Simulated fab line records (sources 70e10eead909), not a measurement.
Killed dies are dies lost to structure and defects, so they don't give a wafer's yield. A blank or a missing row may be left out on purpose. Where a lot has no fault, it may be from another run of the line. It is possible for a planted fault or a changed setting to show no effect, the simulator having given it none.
Chamber matching / flow nandHarc / NHARC_A_CHANNEL_FILL_D2_CMP_10 on cmp-01 has 4 sister chambers
The step polishes, target thk 150 nm. 4 wafers are shown with their chamber, then 8 later ones without.

== WAFERS PAIRED WITH THEIR CHAMBERS ==
wafer=L088.4; chamber=2; motorCurrentA (A)=12.3
wafer=L090.2; chamber=1; motorCurrentA (A)=13.8
wafer=L090.6; chamber=0; motorCurrentA (A)=12.6
wafer=L091.2; chamber=3; motorCurrentA (A)=11.9

== WAFERS MISSING THEIR CHAMBER ==
wafer=L091.4; motorCurrentA (A)=12.8
wafer=L091.5; motorCurrentA (A)=12.8
wafer=L092.4; motorCurrentA (A)=13.1
wafer=L092.5; motorCurrentA (A)=13.0
wafer=L092.6; motorCurrentA (A)=11.9
wafer=L093.2; motorCurrentA (A)=12.8
wafer=L093.4; motorCurrentA (A)=12.7
wafer=L093.6; motorCurrentA (A)=11.3

== THE CHAMBER EACH PASSED THROUGH ==
wafer=L091.4; from the rows above=can't be placed: 0 or 2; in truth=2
wafer=L091.5; from the rows above=can't be placed: 0 or 2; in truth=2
wafer=L092.4; from the rows above=can't be placed: 0 or 1 or 2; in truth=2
wafer=L092.5; from the rows above=can't be placed: 0 or 2 or 1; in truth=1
wafer=L092.6; from the rows above=can't be placed: 3 or 2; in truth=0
wafer=L093.2; from the rows above=can't be placed: 0 or 2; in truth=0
wafer=L093.4; from the rows above=can't be placed: 0 or 2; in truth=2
wafer=L093.6; from the rows above=can't be placed: 3 or 2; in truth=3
Correct placement for 0 of the 8. Can't be placed from these rows: 8 (the true chamber is among the candidates in 7). Wrongly placed: 0.
How it was worked out, from the rows above alone: a wafer's distance from a chamber is the root of the sum, over the readings, of the square of ((its reading less the chamber's mean) divided by the reading's scatter). The wafer belongs to the nearest chamber; if the next one is less than 2 further off, it can't be placed. For every chamber, the mean is computed from those of its wafers that are shown. The scatter: root of mean squared gap, hidden wafer to nearest shown wafer, with one shown wafer a chamber.
